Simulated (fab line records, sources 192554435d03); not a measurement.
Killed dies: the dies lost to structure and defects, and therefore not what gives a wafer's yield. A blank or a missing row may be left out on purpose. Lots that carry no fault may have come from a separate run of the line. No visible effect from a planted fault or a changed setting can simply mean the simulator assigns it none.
fab line records ; flow n5_finfet
record lots=7; wafers=39
route steps=1938 shown FIN_SAQP@100 STI_FIN_REVEAL@200 HKMG_FIN@397 MOL_CONTACT_COAG@586 BEOL_M0_SAQP@672 BEOL_M1@754 BEOL_M2@910 BEOL_M4@1086 BEOL_M7@1263 BEOL_M9@1440 BEOL_M11@1573 BEOL_M13@1713 TV_LITHO@1881 PASSIVATION@1936
start_h: hours from the record's opening day to when the first of the lot's shown wafers began ; wait_h: time in hours since the lot's previous step ; " the same as in the row above ; L1.1+2: several wafers, shown together as one row ; - no value present, or no start provided ; * or withheld: withheld ; < > ~ a bound
route shown NAME@n: NAME is a module with steps in the file, n the number in the route of the first one ; usual: mean and standard deviation over wafers with no fault ; same: alike in all rows ; chamber/n: place in a boat ; sites: each site's reading ; _std_site: the standard deviation of these ; _edge_site: mean of outer sites minus mean of inner sites ; radius_mm: how far each site lies from the wafer's centre ; mask NAME#n: copy n ; behind: tool/chamber where the wafer was last shaped ; hold: the reason the lot was held/the length of the hold in hours/how it ended ; device: the n, p or np transistor that did not switch ; end of line: tests run on the same wafers once the route is complete ; for a step that has no rows: nothing shown but its recipe ; killed: not the wafer's yield, but the dies lost to structure and defects at the first sort ; map: a wafer's dies, x killed, . not, _ none there
set.NAME: setting as actually run; set.NAME@STEP: the setting as run at that earlier step ; model.NAME: the simulator's own value behind a step, which no gauge read
lots with deliberately changed settings; one table per step, one row per wafer
## steps
# step N5_FIN_SAQP_PECVD_06
# recipe material=a-Si; target_thk_a=600; temp_c=400; precursor=SiH4/He; pressure_torr=3; rf_w=100; time_s=48.1
# step N5_STI_FIN_REVEAL_OXIDATION_31
# recipe chemistry=O2_PLASMA_REMOTE; temp_c=150; time_s=20; pressure_mtorr=1000; source_power_w=2000; o2_flow_sccm=3000
# step N5_HKMG_FIN_DEVELOP_48
# recipe develop_time_s=30; developer=TMAH; resist=CAR-ArF; rinse_liquid=diw; dry=air_spin; dev_temp_c=23
# step N5_MOL_CONTACT_COAG_VIA_ETCH_46
# recipe chemistry=C4F6/O2; target_depth_a=460; overetch_a=92; mask_material=SOC; target=SiO2; bias_w=455; pressure_mtorr=10; time_s=40; source_w=325; Ar_flow_sccm=300; C4F6_flow_sccm=10; O2_flow_sccm=10; ion_energy_ev=575.3; ends=end_point
# step N5_BEOL_M0_SAQP_ETCH_106
# recipe chemistry=N2/H2; target=SOC; target_depth_a=1500; stop_on=SiNx; ion_energy_ev=100; bias_w=61; pressure_mtorr=30; source_w=850; n2_flow_sccm=200; h2_flow_sccm=200
# step N5_BEOL_M1_HM_DEP_02
# recipe material=TiN; target_thk_a=200; temp_c=25; chamber_pressure_pa=0.49996
# step N5_BEOL_M2_SPUTTER_86
# recipe material=Cu; target_thk_a=45; temp_c=-20; chamber_pressure_pa=0.07; power_w=withheld; time_s=8.29
# step N5_BEOL_M4_SPUTTER_79
# step N5_BEOL_M7_ILD_DEP_00
# recipe material=SiCOH_lowk; target_thk_a=1797.5; temp_c=300; precursor=DEMS/porogen; pressure_torr=5; rf_w=500; time_s=33.4
# step N5_BEOL_M9_ETCH_66
# recipe chemistry=N2/H2; target=SOC; target_depth_a=800; overetch_a=160; mask_material=SiARC; temp_c=40; time_s=120; ion_energy_ev=200; pressure_mtorr=30; source_w=840; bias_w=150; n2_flow_sccm=200; h2_flow_sccm=200
# step N5_BEOL_M11_ETCH_66
# recipe chemistry=N2/H2; target=SOC; target_depth_a=1200; overetch_a=240; mask_material=SiARC; temp_c=40; time_s=180; ion_energy_ev=200; pressure_mtorr=30; source_w=840; bias_w=150; n2_flow_sccm=200; h2_flow_sccm=200
# step N5_BEOL_M13_DEP_53
# recipe material=SiCN; target_thk_a=500; temp_c=withheld; precursor=3MS/NH3; pressure_torr=3; rf_w=675; time_s=17.8
# step N5_PASSIVATION_DEVELOP_09
# recipe develop_time_s=60; rinse_liquid=diw; dry=air_spin; dev_temp_c=21
# step N5_PASSIVATION_PROBE_49
# usual killed_at_contacts=13/7.3
lot.wafer;tool;chamber;start_h;wait_h;set.time_s@FIN_SAQP_PECVD_06;set.time_s@STI_FIN_REVEAL_OXIDATION_31;set.develop_time_s@HKMG_FIN_DEVELOP_48;set.target_depth_a@MOL_CONTACT_COAG_VIA_ETCH_46;set.target_depth_a@BEOL_M0_SAQP_ETCH_106;set.target_thk_a@BEOL_M1_HM_DEP_02;set.target_thk_a@BEOL_M2_SPUTTER_86;set.target_thk_a@BEOL_M4_SPUTTER_79;set.time_s@BEOL_M7_ILD_DEP_00;set.target_depth_a@BEOL_M9_ETCH_66;set.time_s@BEOL_M11_ETCH_66;set.time_s@BEOL_M13_DEP_53;set.develop_time_s@PASSIVATION_DEVELOP_09;killed_at_contacts
L079.1;prober-01;-;317.03;0.0;33.23;14.05;30;279;1500;200;45;71.31;33.4;800;180;17.8;60;1106
L079.2;prober-01;-;317.08;0.1;48.1;14.05;20.68;279;1500;125.7;35.66;45;33.4;800;103.1;17.8;74.78;1109
L079.3;prober-01;-;317.13;0.1;33.23;14.05;20.68;460;1500;200;45;71.31;33.4;800;103.1;26.79;74.78;1
L079.4;prober-01;-;317.18;0.2;48.1;20;30;279;1500;125.7;35.66;71.31;23.89;800;180;17.8;60;1124
L079.5;prober-01;-;317.23;0.2;48.1;20;20.68;460;1500;200;35.66;45;23.89;800;103.1;26.79;60;9
L079.6;prober-01;-;317.28;0.3;33.23;20;30;460;1500;125.7;45;45;23.89;800;180;26.79;74.78;2
L082.1;prober-01;-;325.56;0.0;48.1;10.63;45.15;460;1500;200;45;45;33.4;957.2;91.12;17.8;60;16
L082.2;prober-01;-;325.61;0.1;48.1;20;45.15;460;1500;200;66.01;45;33.4;800;180;17.8;84.61;6
L082.3;prober-01;-;325.66;0.1;48.1;20;45.15;460;1500;200;66.01;45;48.09;957.2;180;17.8;60;7
L082.4;prober-01;-;325.71;0.2;48.1;10.63;30;460;1500;200;66.01;45;33.4;800;91.12;13.69;84.61;7
L082.5;prober-01;-;325.76;0.2;48.1;20;30;460;1500;200;45;45;48.09;800;91.12;13.69;60;7
L082.6;prober-01;-;325.81;0.3;48.1;10.63;30;460;1500;200;45;45;48.09;957.2;180;13.69;84.61;6
L089.1;prober-01;-;360.91;0.0;40.58;20;30;282.9;1500;200;65.36;45;33.4;800;252.8;8.637;60;1078
L089.2;prober-01;-;360.96;0.1;48.1;12.88;30;282.9;1817;200;45;45;43.32;962.3;252.8;8.637;60;1097
L089.3;prober-01;-;361.01;0.1;48.1;20;30;460;1817;200;45;69.04;33.4;800;180;17.8;60;9
L089.4;prober-01;-;361.06;0.2;40.58;12.88;30;460;1500;200;45;45;43.32;800;180;17.8;60;10
L089.5;prober-01;-;361.11;0.2;48.1;20;30;460;1500;200;65.36;69.04;43.32;962.3;180;8.637;60;12
L089.6;prober-01;-;361.16;0.3;40.58;12.88;30;282.9;1817;200;65.36;69.04;33.4;962.3;252.8;17.8;60;1076
L090.1;prober-02;-;381.49;0.0;48.1;11.25;45.68;460;1500;200;45;28.1;33.4;565.7;219.5;17.8;60;10
L090.2;prober-02;-;381.54;0.1;48.1;20;45.68;460;1500;148.2;45;45;33.4;565.7;219.5;10.72;26.22;15
L090.3;prober-02;-;381.59;0.1;48.1;11.25;30;460;1500;200;45;45;33.4;800;180;17.8;60;6
L090.4;prober-02;-;381.64;0.2;48.1;20;45.68;460;1500;148.2;45;28.1;46.91;800;180;17.8;26.22;5
L090.5;prober-02;-;381.69;0.2;48.1;11.25;30;460;1500;148.2;45;45;46.91;800;219.5;10.72;26.22;15
L090.6;prober-02;-;381.74;0.3;48.1;20;30;460;1500;200;45;28.1;46.91;565.7;180;10.72;60;14
L094.1;prober-02;-;404.19;0.0;48.1;20;30;460;1500;200;45;45;49.17;1146;238.7;17.8;60;6
L094.2;prober-02;-;404.24;0.1;48.1;20;15.69;460;1500;200;45;45;49.17;800;180;17.8;60;10
L094.3;prober-02;-;404.29;0.1;48.1;28.35;15.69;460;1500;200;45;45;33.4;1146;238.7;8.4;30.39;8
L094.4;prober-02;-;404.34;0.2;48.1;20;30;460;1212;200;45;45;33.4;800;238.7;17.8;30.39;15
L094.5;prober-02;-;404.39;0.2;48.1;28.35;30;460;1212;200;45;45;49.17;800;180;8.4;30.39;4
L094.6;prober-02;-;404.44;0.3;48.1;28.35;15.69;460;1212;200;45;45;33.4;1146;180;8.4;60;13
L097.1;prober-01;-;415.81;0.0;48.1;20;30;252.9;761.1;200;45;45;39.1;800;152.6;17.8;60;1084
L097.2;prober-01;-;415.86;0.1;56.73;12.7;30;252.9;1500;200;45;59.93;39.1;482.3;180;10.7;90.07;1091
L097.3;prober-01;-;415.91;0.1;56.73;12.7;30;460;761.1;200;45;45;39.1;482.3;180;17.8;60;24
L097.4;prober-01;-;415.96;0.2;48.1;20;30;460;761.1;200;45;59.93;33.4;800;180;10.7;60;21
L097.5;prober-01;-;416.01;0.2;48.1;12.7;30;252.9;1500;200;45;45;33.4;800;152.6;10.7;90.07;1100
L097.6;prober-01;-;416.06;0.3;56.73;20;30;460;1500;200;45;59.93;33.4;482.3;152.6;17.8;90.07;12
L095.1;prober-01;-;421.92;0.0;48.1;20;30;460;1500;200;45;45;33.4;800;180;17.8;60;17
L095.2;prober-01;-;421.97;0.1;48.1;20;30;460;1500;200;45;45;33.4;800;180;17.8;60;20
L095.6;prober-01;-;422.17;0.3;48.1;20;30;460;1500;200;45;45;33.4;800;180;17.8;60;17
# killed by level:class
L079.1 MOL_CONTACT_COAG:area_etch=1104 FIN_SAQP:geometric_particle:open=9 GATE_CUT:geometric_particle:open=6 BEOL_M0_SAQP:geometric_particle:short=5 BEOL_M4:geometric_particle:open=5 ILD0:geometric_particle:short=4 GATE_CUT:geometric_particle:short=4 BEOL_M0_SAQP:geometric_particle:open=4
L079.2 MOL_CONTACT_COAG:area_etch=1105 BEOL_M0_SAQP:geometric_particle:short=8 FIN_SAQP:geometric_particle:short=5 GATE_CUT:geometric_particle:short=5 FIN_SAQP:geometric_particle:open=4 STI_FIN_REVEAL:geometric_particle:open=4 BEOL_M4:geometric_particle:open=4 DUMMY_GATE:geometric_particle:open=4
L079.3 BEOL_M11:area_etch=1126 BEOL_M0_SAQP:geometric_particle:short=6 FIN_SAQP:geometric_particle:open=5 BEOL_M4:geometric_particle:open=5 GATE_CUT:geometric_particle:open=4 BEOL_M0_SAQP:geometric_particle:open=4 ILD0:geometric_particle:open=3 GATE_CUT:geometric_particle:short=3
L079.4 MOL_CONTACT_COAG:area_etch=1124 BEOL_M2:geometric_particle:open=8 FIN_SAQP:geometric_particle:open=5 BEOL_M4:geometric_particle:open=5 FIN_SAQP:geometric_particle:short=4 GATE_CUT:geometric_particle:open=4 BEOL_M0_SAQP:geometric_particle:short=4 BEOL_M0:geometric_particle:open=3
L079.5 BEOL_M11:area_etch=1099 FIN_SAQP:geometric_particle:open=11 MOL_CONTACT_COAG:geometric_particle:open=8 STI_FIN_REVEAL:geometric_particle:open=7 BEOL_M1:geometric_particle:open=6 BEOL_M4:geometric_particle:open=5 BEOL_M0:geometric_particle:open=4 FIN_SAQP:geometric_particle:short=3
L079.6 BEOL_M1:geometric_particle:open=18 BEOL_M3:geometric_particle:open=9 FIN_SAQP:geometric_particle:open=8 BEOL_M4:geometric_particle:open=7 BEOL_M2:geometric_particle:open=6 BEOL_M0_SAQP:geometric_particle:open=5 FIN_SAQP:geometric_particle:short=4 GATE_CUT:geometric_particle:open=4
L082.1 BEOL_M11:area_etch=1063 BEOL_M2:geometric_particle:open=20 FIN_SAQP:geometric_particle:short=12 STI_FIN_REVEAL:geometric_particle:open=9 MOL_CONTACT_COAG:geometric_particle:open=9 BEOL_M4:geometric_particle:open=8 FIN_SAQP:geometric_particle:open=7 MOL_CONTACT_COAG:geometric_particle:short=7
L082.2 FIN_SAQP:geometric_particle:short=16 FIN_SAQP:geometric_particle:open=12 STI_FIN_REVEAL:geometric_particle:open=12 BEOL_M4:geometric_particle:open=8 BEOL_M0_SAQP:geometric_particle:open=7 GATE_CUT:geometric_particle:short=6 BEOL_M3:geometric_particle:open=5 BEOL_M2:geometric_particle:open=5
L082.3 STI_FIN_REVEAL:geometric_particle:open=11 FIN_SAQP:geometric_particle:short=9 BEOL_M0_SAQP:geometric_particle:short=8 DUMMY_GATE:geometric_particle:open=7 BEOL_M0_SAQP:geometric_particle:open=7 BEOL_M3:geometric_particle:short=7 BEOL_M4:geometric_particle:open=7 BEOL_M3:geometric_particle:open=6
L082.4 BEOL_M11:area_etch=1039 FIN_SAQP:geometric_particle:short=20 FIN_SAQP:geometric_particle:open=19 STI_FIN_REVEAL:geometric_particle:open=16 DUMMY_GATE:geometric_particle:open=11 BEOL_M0_SAQP:geometric_particle:short=8 BEOL_M4:geometric_particle:open=8 BEOL_M2:geometric_particle:open=6
L082.5 BEOL_M11:area_etch=1106 FIN_SAQP:geometric_particle:short=9 BEOL_M4:geometric_particle:open=6 GATE_CUT:geometric_particle:short=6 BEOL_M2:geometric_particle:open=6 STI_FIN_REVEAL:geometric_particle:open=5 FIN_SAQP:geometric_particle:open=4 MOL_CONTACT_COAG:geometric_particle:short=4
L082.6 STI_FIN_REVEAL:geometric_particle:open=18 FIN_SAQP:geometric_particle:open=15 FIN_SAQP:geometric_particle:short=7 BEOL_M2:geometric_particle:open=7 BEOL_M4:geometric_particle:open=6 ILD0:geometric_particle:short=5 MOL_CONTACT_COAG:geometric_particle:open=5 STI_FIN_REVEAL:geometric_particle:short=3
L089.1 MOL_CONTACT_COAG:area_etch=1064 STI_FIN_REVEAL:geometric_particle:open=15 BEOL_M3:geometric_particle:open=13 MOL_CONTACT_COAG:geometric_particle:open=11 BEOL_M4:geometric_particle:open=9 STI_FIN_REVEAL:geometric_particle:short=6 BEOL_M0_SAQP:geometric_particle:open=6 DUMMY_GATE:geometric_particle:open=5
L089.2 MOL_CONTACT_COAG:area_etch=1093 STI_FIN_REVEAL:geometric_particle:open=12 BEOL_M3:geometric_particle:open=12 BEOL_M1:geometric_particle:open=7 BEOL_M0_SAQP:geometric_particle:short=6 GATE_CUT:geometric_particle:short=4 BEOL_M0_SAQP:geometric_particle:open=3 BEOL_M1:geometric_particle:short=3
L089.3 BEOL_M0_SAQP:geometric_particle:open=13 BEOL_M1:geometric_particle:open=9 BEOL_M2:geometric_particle:open=8 FIN_SAQP:geometric_particle:short=6 GATE_CUT:geometric_particle:short=6 MOL_CONTACT_COAG:geometric_particle:open=6 BEOL_M0_SAQP:geometric_particle:short=6 BEOL_M3:geometric_particle:open=6
L089.4 BEOL_M3:geometric_particle:open=14 FIN_SAQP:geometric_particle:short=10 STI_FIN_REVEAL:geometric_particle:open=10 BEOL_M2:geometric_particle:open=9 BEOL_M4:geometric_particle:open=8 FIN_SAQP:geometric_particle:open=7 MOL_CONTACT_COAG:geometric_particle:open=7 BEOL_M3:geometric_particle:short=7
L089.5 BEOL_M3:geometric_particle:open=18 MOL_CONTACT_COAG:geometric_particle:open=11 STI_FIN_REVEAL:geometric_particle:open=7 BEOL_M1:geometric_particle:open=6 FIN_SAQP:geometric_particle:open=5 BEOL_M0_SAQP:geometric_particle:open=4 BEOL_M2:geometric_particle:open=4 BEOL_M3:geometric_particle:short=4
L089.6 MOL_CONTACT_COAG:area_etch=1070 BEOL_M3:geometric_particle:open=19 BEOL_M2:geometric_particle:open=10 BEOL_M4:geometric_particle:open=9 BEOL_M0_SAQP:geometric_particle:short=8 STI_FIN_REVEAL:geometric_particle:open=7 BEOL_M3:geometric_particle:short=7 FIN_SAQP:geometric_particle:short=6
L090.1 STI_FIN_REVEAL:geometric_particle:open=10 MOL_CONTACT_COAG:geometric_particle:open=8 BEOL_M4:geometric_particle:open=6 DUMMY_GATE:geometric_particle:open=5 BEOL_M0_SAQP:geometric_particle:open=5 BEOL_M2:geometric_particle:open=4 GATE_CUT:geometric_particle:open=3 BEOL_M0_SAQP:geometric_particle:short=3
L090.2 BEOL_M0_SAQP:geometric_particle:open=14 DUMMY_GATE:geometric_particle:open=11 MOL_CONTACT_COAG:geometric_particle:open=10 BEOL_M0:geometric_particle:open=8 BEOL_M1:geometric_particle:open=8 FIN_SAQP:geometric_particle:open=6 MOL_CONTACT_COAG:geometric_particle:short=5 BEOL_M4:geometric_particle:open=5
L090.3 STI_FIN_REVEAL:geometric_particle:open=14 FIN_SAQP:geometric_particle:short=10 FIN_SAQP:geometric_particle:open=7 BEOL_M0_SAQP:geometric_particle:open=7 BEOL_M0_SAQP:geometric_particle:short=6 BEOL_M3:geometric_particle:short=6 BEOL_M4:geometric_particle:open=6 BEOL_M2:geometric_particle:open=5
L090.4 STI_FIN_REVEAL:geometric_particle:open=12 BEOL_M2:geometric_particle:open=8 BEOL_M0_SAQP:geometric_particle:open=7 FIN_SAQP:geometric_particle:short=6 DUMMY_GATE:geometric_particle:open=5 MOL_CONTACT_COAG:geometric_particle:open=5 BEOL_M8:geometric_particle:open=5 HKMG_FIN:area_etch=5
L090.5 BEOL_M0_SAQP:geometric_particle:open=15 MOL_CONTACT_COAG:geometric_particle:open=13 BEOL_M0_SAQP:geometric_particle:short=12 DUMMY_GATE:geometric_particle:open=9 BEOL_M2:geometric_particle:open=8 BEOL_M3:geometric_particle:open=8 FIN_SAQP:geometric_particle:short=7 STI_FIN_REVEAL:geometric_particle:open=6
L090.6 BEOL_M0_SAQP:geometric_particle:open=12 STI_FIN_REVEAL:geometric_particle:open=11 MOL_CONTACT_COAG:geometric_particle:open=11 FIN_SAQP:geometric_particle:short=10 BEOL_M1:geometric_particle:open=9 HKMG_FIN:area_etch=9 FIN_SAQP:geometric_particle:open=7 BEOL_M0_SAQP:geometric_particle:short=7
L094.1 BEOL_M7:area_etch=1013 STI_FIN_REVEAL:geometric_particle:open=9 BEOL_M1:geometric_particle:open=7 GATE_CUT:geometric_particle:short=6 MOL_CONTACT_COAG:geometric_particle:open=6 DUMMY_GATE:geometric_particle:open=5 BEOL_M2:geometric_particle:open=5 BEOL_M4:geometric_particle:short=5
L094.2 BEOL_M7:area_etch=1077 FIN_SAQP:geometric_particle:open=12 BEOL_M3:geometric_particle:open=9 MOL_CONTACT_COAG:geometric_particle:open=9 STI_FIN_REVEAL:geometric_particle:open=7 ILD0:geometric_particle:short=7 BEOL_M1:geometric_particle:open=7 GATE_CUT:geometric_particle:short=5
L094.3 STI_FIN_REVEAL:geometric_particle:open=22 FIN_SAQP:geometric_particle:short=14 BEOL_M3:geometric_particle:open=12 FIN_SAQP:geometric_particle:open=9 MOL_CONTACT_COAG:geometric_particle:open=6 GATE_CUT:geometric_particle:short=5 BEOL_M4:geometric_particle:open=5 BEOL_M0_SAQP:geometric_particle:open=4
L094.4 STI_FIN_REVEAL:geometric_particle:open=32 MOL_CONTACT_COAG:geometric_particle:open=10 BEOL_M1:geometric_particle:open=10 FIN_SAQP:geometric_particle:short=8 FIN_SAQP:geometric_particle:open=8 STI_FIN_REVEAL:geometric_particle:short=7 BEOL_M3:geometric_particle:open=7 STARTING-WAFER:geometric_particle:short=6
L094.5 BEOL_M7:area_etch=1076 STI_FIN_REVEAL:geometric_particle:open=13 BEOL_M0_SAQP:geometric_particle:open=10 BEOL_M2:geometric_particle:open=10 BEOL_M0_SAQP:geometric_particle:short=7 BEOL_M1:geometric_particle:open=7 GATE_CUT:geometric_particle:short=6 BEOL_M4:geometric_particle:open=6
L094.6 STI_FIN_REVEAL:geometric_particle:open=13 BEOL_M1:geometric_particle:open=10 FIN_SAQP:geometric_particle:short=9 MOL_CONTACT_COAG:geometric_particle:open=8 FIN_SAQP:geometric_particle:open=7 DUMMY_GATE:geometric_particle:open=7 BEOL_M1:geometric_particle:short=5 BEOL_M2:geometric_particle:open=5
L097.1 MOL_CONTACT_COAG:area_etch=1059 MOL_CONTACT_COAG:geometric_particle:open=19 BEOL_M2:geometric_particle:open=14 BEOL_M3:geometric_particle:open=10 BEOL_M3:geometric_particle:short=7 FIN_SAQP:geometric_particle:open=6 MOL_CONTACT_COAG:geometric_particle:short=6 BEOL_M1:geometric_particle:open=6
L097.2 MOL_CONTACT_COAG:area_etch=1071 MOL_CONTACT_COAG:geometric_particle:open=15 BEOL_M2:geometric_particle:open=12 ILD0:geometric_particle:short=8 BEOL_M1:geometric_particle:open=6 STARTING-WAFER:geometric_particle:open=6 FIN_SAQP:geometric_particle:short=5 FIN_SAQP:geometric_particle:open=5
L097.3 FIN_SAQP:geometric_particle:short=20 STI_FIN_REVEAL:geometric_particle:open=17 MOL_CONTACT_COAG:geometric_particle:open=17 BEOL_M3:geometric_particle:open=16 BEOL_M2:geometric_particle:open=8 FIN_SAQP:geometric_particle:open=7 MOL_CONTACT_COAG:geometric_particle:short=7 BEOL_M0_SAQP:geometric_particle:short=7
L097.4 BEOL_M2:geometric_particle:open=18 MOL_CONTACT_COAG:geometric_particle:open=17 FIN_SAQP:geometric_particle:open=10 HKMG_FIN:area_etch=6 FIN_SAQP:geometric_particle:short=5 BEOL_M2:geometric_particle:short=5 PASS1_DEP:geometric_particle:open=5 STI_FIN_REVEAL:geometric_particle:open=4
L097.5 MOL_CONTACT_COAG:area_etch=1079 MOL_CONTACT_COAG:geometric_particle:open=17 BEOL_M2:geometric_particle:open=10 BEOL_M4:geometric_particle:open=8 FIN_SAQP:geometric_particle:short=7 DUMMY_GATE:geometric_particle:open=5 MOL_CONTACT_COAG:geometric_particle:short=4 BEOL_M3:geometric_particle:open=4
L097.6 STI_FIN_REVEAL:geometric_particle:open=9 MOL_CONTACT_COAG:geometric_particle:open=9 BEOL_M2:geometric_particle:open=9 BEOL_M3:geometric_particle:open=9 FIN_SAQP:geometric_particle:open=8 BEOL_M4:geometric_particle:open=7 STARTING-WAFER:geometric_particle:open=7 FIN_SAQP:geometric_particle:short=5
L095.1 FIN_SAQP:geometric_particle:short=12 MOL_CONTACT_COAG:geometric_particle:open=11 FIN_SAQP:geometric_particle:open=9 GATE_CUT:geometric_particle:open=7 BEOL_M0_SAQP:geometric_particle:open=7 MOL_CONTACT_COAG:geometric_particle:short=6 BEOL_M3:geometric_particle:open=6 BEOL_M0_SAQP:geometric_particle:short=6
L095.2 MOL_CONTACT_COAG:geometric_particle:open=17 BEOL_M0_SAQP:geometric_particle:short=11 BEOL_M4:geometric_particle:open=10 FIN_SAQP:geometric_particle:open=5 DUMMY_GATE:geometric_particle:open=5 BEOL_M0_SAQP:geometric_particle:open=5 GATE_CUT:geometric_particle:short=4 BEOL_M3:geometric_particle:open=4
L095.6 MOL_CONTACT_COAG:geometric_particle:open=13 BEOL_M4:geometric_particle:open=10 BEOL_M0_SAQP:geometric_particle:short=10 BEOL_M0:geometric_particle:short=7 FIN_SAQP:geometric_particle:short=5 MOL_CONTACT_COAG:geometric_particle:short=4 BEOL_M3:geometric_particle:open=4 BEOL_M4:geometric_particle:short=4
## key
split step=N5_FIN_SAQP_PECVD_06; setting=time_s; stated_as=48.1
response none clear
split step=N5_STI_FIN_REVEAL_OXIDATION_31; setting=time_s; stated_as=20
response none clear
split step=N5_HKMG_FIN_DEVELOP_48; setting=develop_time_s; stated_as=30
response none clear
split step=N5_MOL_CONTACT_COAG_VIA_ETCH_46; setting=target_depth_a; stated_as=460
response step=N5_PASSIVATION_PROBE_49; reading=killed_at_contacts; slope=-26; per=1%; together_with=all; explained=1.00
split step=N5_BEOL_M0_SAQP_ETCH_106; setting=target_depth_a; stated_as=1500
response none clear
split step=N5_BEOL_M1_HM_DEP_02; setting=target_thk_a; stated_as=200
response none clear
split step=N5_BEOL_M2_SPUTTER_86; setting=target_thk_a; stated_as=45
response none clear
split step=N5_BEOL_M4_SPUTTER_79; setting=target_thk_a; stated_as=45
response none clear
split step=N5_BEOL_M7_ILD_DEP_00; setting=time_s; stated_as=33.4
response none clear
split step=N5_BEOL_M9_ETCH_66; setting=target_depth_a; stated_as=800
response none clear
split step=N5_BEOL_M11_ETCH_66; setting=time_s; stated_as=180
response none clear
split step=N5_BEOL_M13_DEP_53; setting=time_s; stated_as=17.8
response none clear
split step=N5_PASSIVATION_DEVELOP_09; setting=develop_time_s; stated_as=60
response none clear
